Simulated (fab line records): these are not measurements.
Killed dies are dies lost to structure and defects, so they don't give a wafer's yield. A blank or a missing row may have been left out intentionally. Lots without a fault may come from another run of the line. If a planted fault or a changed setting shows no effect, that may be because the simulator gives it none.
fab line records | flow n5-finfet
record: lots: 6 wafers: 18 last-day: 18
route steps=1938 shown BEOL_M0@728 BEOL_M4@1111 PASSIVATION@1936
lots that met no fault: from a run of the same line without faults
start-h: the number of hours between the record's first day and the start of the first shown wafer of the lot | wait-h: hours elapsed since this lot's preceding step | " unchanged from the row above | L1.1+2: one row covering several wafers at once | - either no value or no given start | * or withheld: withheld | < > ~ a bound
route shown NAME@n: a module of which the file shows steps, and the number in the route of the first | usual: mean/standard deviation of fault-free wafers | same: alike in all rows | chamber/n: place in a boat | sites: per-site readings | _std_site: their standard deviation | _edge_site: outer sites' mean less inner sites' | radius-mm: how far each site lies from the wafer's centre | mask NAME#n: copy n | behind: the most recent tool/chamber to have shaped the wafer | hold: reason for holding the lot/hours on hold/outcome of the hold | device: transistor that didn't switch, given as n, p or np | end of line: tests of these same wafers at the route's end | for a step that has no rows: nothing shown but its recipe | killed: at the first sort, the dies lost to defects and structure; wafer yield is something else | map: per-die view of a wafer (x killed, . not killed, _ where there is no die)
set.NAME: the setting that was run; set.NAME@STEP: the one run at that earlier step | model.NAME: the simulator's own value behind a step, which no gauge read
lots seen at some steps along the route; tables by step, rows by wafer
services: from which hour (start-h, from the record's first day; less than 0 if before it) a tool's chamber was out of use, for how many hours, and why
== steps ==
step: N5_BEOL_M0_SRD_111
recipe: time-s: 30 temp-c: 23 rinse-liquid: diw dry: ipa-marangoni
step: N5_BEOL_M0_DEGAS_112
recipe: ambient: vacuum temp-c: 250 time-s: 60
step: N5_BEOL_M0_PRE_CLEAN_113
recipe: gas: H2/He time-s: 30 temp-c: 250
usual: heater-power-w: 332/32 susceptor-temp-C: 249.97/0.17
columns lot.wafer tool chamber start-h wait-h heater-power-w susceptor-temp-C
L430.1 pvd-sputter-03 - 120.25 0.0 360 249.88
L430.4 " - " " 307 249.74
L430.5 " - " " 320 250.05
L447.1 pvd-sputter-01 - 219.64 0.0 319 250.07
L447.4 " - " " 280 249.96
L447.5 " - " " 317 250.03
L448.1 pvd-sputter-01 - 227.10 0.0 325 249.68
L448.2 " - " " 355 249.97
L448.4 " - " " 285 249.78
L449.2 pvd-sputter-02 - 227.18 0.0 382 250.11
L449.4 " - " " 376 249.83
L449.6 " - " " 320 250.18
L451.1 pvd-sputter-03 - 248.47 0.0 344 249.75
L451.3 " - " " 309 250.19
L451.5 " - " " 362 250.05
L452.1 pvd-sputter-03 - 260.11 0.0 311 250.08
L452.4 " - " " 320 250.16
L452.6 " - " " 334 250.04
step: N5_BEOL_M0_ALD_136
recipe: material: TaN target-thk-a: * temp-c: 275 ald-precursor-family: PDMAT ald-co-reactant: NH3 pressure-torr: 3 carrier-flow-sccm: 1500 pulse-time-s: 2 purge-time-s: 3 co-reactant-purge-time-s: 2 co-reactant-pulse-time-s: 3 ald-cycles: 30 precursor-vessel-temp-c: 75 precursor-vessel-pressure-torr: 26.25 precursor-vessel-carrier-sccm: 1000
step: N5_BEOL_M0_SURFACE_TREAT_137
recipe: gas: Ar time-s: * ion-energy-ev: * ion-current-ma-cm2: 0.5 pressure-mtorr: * ar-flow-sccm: 30
usual: pressure-mtorr: * throttle-valve-pct: *
columns lot.wafer tool chamber start-h wait-h pressure-mtorr throttle-valve-pct
L430.1 pvd-sputter-02 - 120.77 0.4 * *
L430.4 " - " " * *
L430.5 " - " " * *
L447.1 pvd-sputter-03 - 220.95 0.9 * *
L447.4 " - " " * *
L447.5 " - " " * *
L449.2 pvd-sputter-02 - 227.52 0.2 * *
L449.4 " - " " * *
L449.6 " - " " * *
L448.1 pvd-sputter-02 - 227.80 0.4 * *
L448.2 " - " " * *
L448.4 " - " " * *
L451.1 pvd-sputter-01 - 248.79 0.2 * *
L451.3 " - " " * *
L451.5 " - " " * *
L452.1 pvd-sputter-02 - 262.04 1.7 * *
L452.4 " - " " * *
L452.6 " - " " * *
step: N5_BEOL_M0_CVD_115
recipe: material: Co target-thk-a: * temp-c: withheld precursor: CCTBA/H2 pressure-torr: 30 time-s: 120
step: N5_BEOL_M0_SPUTTER_116
recipe: material: Cu target-thk-a: 40 temp-c: -20 chamber-pressure-pa: 0.07 power-w: withheld time-s: 7.37
usual: chamber-pressure-pa: 0.06998/0.00014 chuck-gas-flow-sccm: 1.27/0.055 susceptor-temp-C: -19.99/0.1 throttle-valve-pct: 30.3/1.1
columns lot.wafer tool chamber start-h wait-h chamber-pressure-pa chuck-gas-flow-sccm susceptor-temp-C throttle-valve-pct
L430.1 pvd-sputter-02 - 121.07 0.2 0.07003 1.28 -20.01 31.9
L430.4 " - " " 0.06963 1.22 -19.93 30.0
L430.5 " - " " 0.0702 1.36 -19.98 31.9
L447.1 pvd-sputter-03 - 221.25 0.1 0.0701 1.27 -20.06 29.6
L447.4 " - " " 0.07008 1.27 -19.98 30.4
L447.5 " - " " 0.06995 1.27 -20.00 31.5
L449.2 pvd-sputter-01 - 227.74 0.1 0.07016 1.26 -19.91 29.7
L449.4 " - " " 0.07013 1.21 -20.04 29.4
L449.6 " - " " 0.07002 1.14 -20.12 29.8
L448.1 pvd-sputter-01 - 228.18 0.3 0.07002 1.34 -19.99 31.7
L448.2 " - " " 0.07001 1.29 -19.85 29.5
L448.4 " - " " 0.07024 1.22 -19.83 29.6
L451.1 pvd-sputter-03 - 249.23 0.2 0.06982 1.25 -19.81 29.5
L451.3 " - " " 0.0701 1.22 -19.88 31.5
L451.5 " - " " 0.07001 1.28 -20.05 28.1
L452.1 pvd-sputter-02 - 262.22 0.1 0.0701 1.24 -20.03 30.1
L452.4 " - " " 0.07002 1.21 -19.89 32.2
L452.6 " - " " 0.07005 1.27 -19.98 31.5
step: N5_BEOL_M0_ANNEAL_117
recipe: temp-c: 400 time-s: 60 ambient: vacuum
step: N5_BEOL_M0_SPUTTER_132
recipe: material: Cu target-thk-a: 40 temp-c: -20 chamber-pressure-pa: 0.07 power-w: withheld time-s: 7.37
usual: chamber-pressure-pa: 0.06998/0.00013 chuck-gas-flow-sccm: 1.26/0.054 susceptor-temp-C: -20.00/0.12 throttle-valve-pct: 30.3/1.1
columns lot.wafer tool chamber start-h wait-h chamber-pressure-pa chuck-gas-flow-sccm susceptor-temp-C throttle-valve-pct
L430.1 pvd-sputter-02 - 121.19 0.0 0.0702 1.27 -20.10 32.0
L430.4 " - " " 0.06984 1.21 -20.01 30.3
L430.5 " - " " 0.07024 1.20 -20.03 32.1
L447.1 pvd-sputter-03 - 221.37 0.0 0.07014 1.33 -19.94 29.5
L447.4 " - " " 0.0698 1.22 -19.98 30.5
L447.5 " - " " 0.06988 1.26 -20.16 31.4
L449.2 pvd-sputter-01 - 227.86 0.0 0.07006 1.23 -19.92 30.1
L449.4 " - " " 0.06994 1.31 -19.95 29.4
L449.6 " - " " 0.06997 1.26 -19.96 30.0
L448.1 pvd-sputter-01 - 228.30 0.0 0.0701 1.27 -20.12 31.8
L448.2 " - " " 0.07 1.25 -19.86 29.4
L448.4 " - " " 0.07015 1.27 -19.85 29.9
L451.1 pvd-sputter-03 - 249.35 0.0 0.06981 1.21 -19.91 29.6
L451.3 " - " " 0.06974 1.26 -19.99 31.5
L451.5 " - " " 0.07002 1.21 -20.11 28.2
L452.1 pvd-sputter-02 - 262.34 0.0 0.07002 1.28 -19.97 30.1
L452.4 " - " " 0.06999 1.29 -19.96 31.9
L452.6 " - " " 0.07014 1.28 -19.81 31.5
step: N5_BEOL_M0_ANNEAL_133
recipe: temp-c: 400 time-s: 60 ambient: vacuum
step: N5_BEOL_M0_SPUTTER_134
recipe: material: Cu target-thk-a: 40 temp-c: -20 chamber-pressure-pa: 0.07 power-w: withheld time-s: 7.37
step: N5_BEOL_M0_ANNEAL_135
recipe: temp-c: 400 time-s: 60 ambient: vacuum
usual: heater-power-w: 817/77 susceptor-temp-C: 400.04/0.22
columns lot.wafer tool chamber start-h wait-h heater-power-w susceptor-temp-C
L430.1 pvd-sputter-02 - 121.39 0.0 966 400.14
L430.4 " - " " 933 399.83
L430.5 " - " " 932 400.29
L447.1 pvd-sputter-03 - 221.57 0.0 818 400.33
L447.4 " - " " 898 399.88
L447.5 " - " " 862 399.91
L449.2 pvd-sputter-01 - 228.06 0.0 783 399.72
L449.4 " - " " 909 400.21
L449.6 " - " " 800 400.30
L448.1 pvd-sputter-01 - 228.50 0.0 714 400.23
L448.2 " - " " 887 400.00
L448.4 " - " " 714 399.72
L451.1 pvd-sputter-03 - 249.55 0.0 807 400.08
L451.3 " - " " 851 400.07
L451.5 " - " " 786 399.87
L452.1 pvd-sputter-02 - 262.54 0.0 936 400.16
L452.4 " - " " 963 400.47
L452.6 " - " " 784 399.76
step: N5_BEOL_M0_SPUTTER_141
recipe: material: Cu target-thk-a: 40 temp-c: -20 chamber-pressure-pa: 0.07 power-w: withheld time-s: 7.37
usual: chamber-pressure-pa: 0.07/0.00013 chuck-gas-flow-sccm: 1.26/0.057 susceptor-temp-C: -19.99/0.1 throttle-valve-pct: 30.3/1.1
columns lot.wafer tool chamber start-h wait-h chamber-pressure-pa chuck-gas-flow-sccm susceptor-temp-C throttle-valve-pct
L430.1 pvd-sputter-02 - 121.43 0.0 0.07003 1.27 -19.89 31.9
L430.4 " - " " 0.06984 1.29 -20.01 30.0
L430.5 " - " " 0.07004 1.29 -20.09 32.0
L447.1 pvd-sputter-03 - 221.61 0.0 - - - -
L447.4 " - " " - - - -
L447.5 " - " " - - - -
L449.2 pvd-sputter-01 - 228.10 0.0 0.07008 1.23 -19.91 30.1
L449.4 " - " " 0.06961 1.27 -19.90 29.4
L449.6 " - " " 0.07011 1.29 -19.88 29.8
L448.1 pvd-sputter-01 - 228.54 0.0 - - - -
L448.2 " - " " - - - -
L448.4 " - " " - - - -
L451.1 pvd-sputter-03 - 249.59 0.0 0.07001 1.24 -20.01 29.3
L451.3 " - " " 0.06999 1.23 -19.97 31.4
L451.5 " - " " 0.07031 1.27 -19.96 28.4
L452.1 pvd-sputter-02 - 262.58 0.0 0.0701 1.28 -19.85 30.0
L452.4 " - " " 0.07004 1.21 -19.86 31.7
L452.6 " - " " 0.07017 1.29 -20.17 31.7
step: N5_BEOL_M0_ECD_118
recipe: material: Cu target-thk-a: 3000
step: N5_BEOL_M4_RC_MEAS_101
usual: DIBL_N: 35.8/1.4 DIBL_P: 35.8/1.6 IOFF_N: 0.152/0.021 IOFF_P: 0.204/0.027 ION_N: 672/8.7 ION_P: 461/6.2 SS_N: 71.5/0.54 SS_P: 73.1/0.57 VT_N: 250.0/2.5 VT_P: -250.6/2.7
columns lot.wafer tool chamber start-h wait-h DIBL_N[mV/V] DIBL_P[mV/V] IOFF_N[nA/um] IOFF_P[nA/um] ION_N[uA/um] ION_P[uA/um] SS_N[mV/dec] SS_P[mV/dec] VT_N[mV] VT_P[mV]
L430.1 prober-01 0 184.11 0.0 35.3 35.9 0.179 0.233 691 470 71.3 73.4 243.8 -246.8
L430.4 " 0 " " 34.5 34.7 0.155 0.213 673 462 70.7 72.4 250.6 -249.4
L430.5 " 0 " " 34.5 35.3 0.166 0.224 678 465 70.2 72.7 246.7 -247.9
L447.1 prober-02 0 274.56 0.0 38.4 36.9 0.168 0.237 684 466 71.4 72.9 249.6 -248.1
L447.4 " 0 " " 37.3 35.2 0.147 0.211 664 460 71.5 73.4 252.0 -250.0
L447.5 " 0 " " 36.9 33.7 0.133 0.186 669 460 71.5 72.9 252.3 -251.4
L448.1 prober-01 0 291.56 0.0 36.3 35.9 0.163 0.243 673 463 71.8 73.6 250.0 -248.4
L448.2 " 0 " " 36.5 35.0 0.161 0.220 669 461 72.2 72.5 249.1 -248.7
L448.4 " 0 " " 36.1 35.4 0.157 0.228 666 462 72.5 73.6 251.5 -249.4
L449.2 prober-02 0 302.37 0.2 35.9 34.7 0.135 0.194 678 462 71.0 72.6 253.1 -249.2
L449.4 " 0 " " 36.2 35.5 0.140 0.197 670 453 71.8 73.4 252.7 -249.8
L449.6 " 0 " " 37.6 37.1 0.168 0.229 688 471 71.4 74.1 248.9 -248.6
L451.1 prober-01 0 308.17 0.0 37.6 37.0 0.195 0.238 675 469 71.7 73.3 247.3 -248.0
L451.3 " 0 " " 37.1 36.8 0.183 0.251 674 472 72.2 73.9 248.4 -242.6
L451.5 " 0 " " 35.7 35.2 0.154 0.212 660 461 71.3 73.3 249.9 -244.7
L452.1 prober-02 0 316.25 0.0 35.7 33.9 0.151 0.192 678 464 71.7 72.7 248.7 -248.6
L452.4 " 0 " " 35.2 32.9 0.144 0.178 670 455 71.1 71.9 249.1 -254.6
L452.6 " 0 " " 34.7 32.5 0.138 0.180 668 462 70.4 72.3 251.3 -251.1
step: N5_PASSIVATION_PROBE_49
usual: defect-limited-yield: 91.6/1.4 killed_at_M0_to_M3: 33/9.7 killed_at_M4_up: 13/5.4 killed-at-contacts: 13/6.6 killed-at-front-end: 36/11 killed-at-other: 3.9/3 killed-dies: 99/16 killed-open: 66/12 killed-short: 32/7.9 sort_bin_5_function: 4.9/0.9 sort_bin_6_memory: 3.2/0.67 sort-n-pass: 1081/16 sort-yield-pct: 91.6/1.4
same: gross-dies: 1180 killed-at-back-side: 0 sort_bin_4_leakage[%]: 0 sort_bin_8_speed[%]: 0
columns lot.wafer tool chamber start-h wait-h defect-limited-yield[%] killed_at_M0_to_M3 killed_at_M4_up killed-at-contacts killed-at-front-end killed-at-other killed-dies killed-open killed-short sort_bin_5_function[%] sort_bin_6_memory[%] sort-n-pass sort-yield-pct[%]
L430.1 prober-02 - 292.64 0.0 91.9 47 17 2 27 3 96 67 29 5.2 2.7 1084 91.9
L430.4 prober-02 - 292.79 0.2 91.9 35 15 6 39 0 95 57 38 4.9 2.8 1085 91.9
L430.5 prober-02 - 292.84 0.2 92.7 30 21 3 31 1 86 60 25 4.6 2.6 1094 92.7
L447.1 prober-01 - 380.46 0.0 90.1 52 15 11 38 1 117 64 32 6.1 3.5 1063 90.1
L447.4 prober-01 - 380.61 0.2 90.1 53 13 13 35 3 117 65 29 5.0 4.6 1063 90.1
L447.5 prober-01 - 380.66 0.2 89.9 42 8 10 56 3 119 57 41 5.8 3.9 1061 89.9
L448.1 prober-02 - 388.19 0.0 89.3 45 13 12 49 7 126 68 34 6.8 3.6 1054 89.3
L448.2 prober-02 - 388.24 0.1 89.1 54 11 7 52 5 129 63 42 6.8 3.8 1051 89.1
L448.4 prober-02 - 388.34 0.2 89.5 53 18 4 43 6 124 66 32 6.7 3.6 1056 89.5
L452.1 prober-01 - 427.07 0.0 91.3 43 15 9 34 2 103 52 51 4.6 3.4 1077 91.3
L452.4 prober-01 - 427.22 0.2 89.9 42 27 11 32 7 119 77 42 5.8 4.1 1061 89.9
L452.6 prober-01 - 427.32 0.3 92.4 37 12 6 32 3 90 51 39 3.8 3.4 1090 92.4
killed by level:class
L430.1 BEOL_M0_SAQP:geometric-particle:open=14 BEOL_M0_SAQP:geometric-particle:short=11 BEOL_M4:geometric-particle:open=9 BEOL_M1:geometric-particle:open=7 BEOL_M2:geometric-particle:open=7 DUMMY_GATE:geometric-particle:open=6 FIN_SAQP:geometric-particle:short=5 STI_FIN_REVEAL:geometric-particle:open=4
L430.4 DUMMY_GATE:geometric-particle:open=10 BEOL_M0_SAQP:geometric-particle:short=10 BEOL_M0_SAQP:geometric-particle:open=8 FIN_SAQP:geometric-particle:short=7 BEOL_M1:geometric-particle:open=6 FIN_SAQP:geometric-particle:open=5 MOL_CONTACT_COAG:geometric-particle:open=4 BEOL_M3:geometric-particle:open=4
L430.5 BEOL_M4:geometric-particle:open=10 BEOL_M0:geometric-particle:open=7 FIN_SAQP:geometric-particle:open=6 BEOL_M2:geometric-particle:open=6 BEOL_M6:geometric-particle:open=5 BEOL_M0_SAQP:geometric-particle:short=4 BEOL_M1:geometric-particle:open=4 STARTING-WAFER:geometric-particle:short=4
L447.1 BEOL_M0:interface-void-opened=20 BEOL_M2:geometric-particle:open=16 STI_FIN_REVEAL:geometric-particle:open=13 GATE_CUT:geometric-particle:short=7 MOL_CONTACT_COAG:geometric-particle:short=6 BEOL_M4:geometric-particle:open=6 FIN_SAQP:geometric-particle:short=5 MOL_CONTACT_COAG:geometric-particle:open=5
L447.4 BEOL_M0:interface-void-opened=22 MOL_CONTACT_COAG:geometric-particle:open=11 BEOL_M1:geometric-particle:open=9 GATE_CUT:geometric-particle:short=8 BEOL_M3:geometric-particle:open=8 STI_FIN_REVEAL:geometric-particle:open=7 DUMMY_GATE:geometric-particle:open=5 BEOL_M0:geometric-particle:short=4
L447.5 BEOL_M0:interface-void-opened=21 FIN_SAQP:geometric-particle:short=14 FIN_SAQP:geometric-particle:open=10 MOL_CONTACT_COAG:geometric-particle:open=10 STI_FIN_REVEAL:geometric-particle:open=7 BEOL_M0_SAQP:geometric-particle:open=6 STI_FIN_REVEAL:geometric-particle:short=4 DUMMY_GATE:geometric-particle:open=4
L448.1 BEOL_M0:interface-void-opened=24 FIN_SAQP:geometric-particle:short=16 MOL_CONTACT_COAG:geometric-particle:open=11 FIN_SAQP:geometric-particle:open=8 BEOL_M4:geometric-particle:open=6 STI_FIN_REVEAL:geometric-particle:open=5 BEOL_M0_SAQP:geometric-particle:open=5 BEOL_M3:geometric-particle:open=5
L448.2 BEOL_M0:interface-void-opened=23 FIN_SAQP:geometric-particle:short=13 GATE_CUT:geometric-particle:open=8 BEOL_M2:geometric-particle:open=8 FIN_SAQP:geometric-particle:open=7 GATE_CUT:geometric-particle:short=7 BEOL_M0_SAQP:geometric-particle:short=7 MOL_CONTACT_COAG:geometric-particle:open=6
L448.4 BEOL_M0:interface-void-opened=26 BEOL_M1:geometric-particle:open=8 BEOL_M4:geometric-particle:open=8 BEOL_M3:geometric-particle:open=8 FIN_SAQP:geometric-particle:short=6 FIN_SAQP:geometric-particle:open=5 STARTING-WAFER:geometric-particle:open=5 GATE_CUT:geometric-particle:open=4
L452.1 FIN_SAQP:geometric-particle:short=11 BEOL_M0:geometric-particle:short=8 BEOL_M1:geometric-particle:open=7 BEOL_M2:geometric-particle:open=7 FIN_SAQP:geometric-particle:open=5 MOL_CONTACT_COAG:geometric-particle:open=5 BEOL_M0_SAQP:geometric-particle:short=5 SPACER0:geometric-particle:short=4
L452.4 BEOL_M4:geometric-particle:open=18 BEOL_M0_SAQP:geometric-particle:open=10 MOL_CONTACT_COAG:geometric-particle:open=9 BEOL_M3:geometric-particle:open=7 BEOL_M2:geometric-particle:open=6 BEOL_M2:geometric-particle:short=5 BEOL_M0_SAQP:geometric-particle:short=5 FIN_SAQP:geometric-particle:short=4
L452.6 FIN_SAQP:geometric-particle:short=10 BEOL_M3:geometric-particle:open=9 BEOL_M0_SAQP:geometric-particle:short=8 BEOL_M0_SAQP:geometric-particle:open=8 DUMMY_GATE:geometric-particle:open=6 BEOL_M0:geometric-particle:short=5 FIN_SAQP:geometric-particle:open=4 MOL_CONTACT_COAG:geometric-particle:open=4
== services ==
columns tool chamber start-h hours kind
pvd-sputter-01 - 110.99 3.0 repair
pvd-sputter-02 - 123.38 0.5 repair
pvd-sputter-01 - 126.47 1.7 repair
pvd-sputter-02 - 159.31 7.1 repair
== key ==
first-sign: step: N5_BEOL_M0_SPUTTER_141 reading: tool-record direction: missing
effect: step: N5_PASSIVATION_PROBE_49 reading: killed_at_M0_to_M3 direction: up sigmas: 1.7 usual: 33 struck: 50
met-at N5_BEOL_M0_SPUTTER_141
struck-wafers L447.1,L447.4,L447.5,L448.1,L448.2,L448.4
fault: kind: skipped-step-whole tool: pvd-sputter-01,pvd-sputter-03 chamber: - onset-h: 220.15 steps: N5_BEOL_M0_SPUTTER_141 scope: struck-lots-only
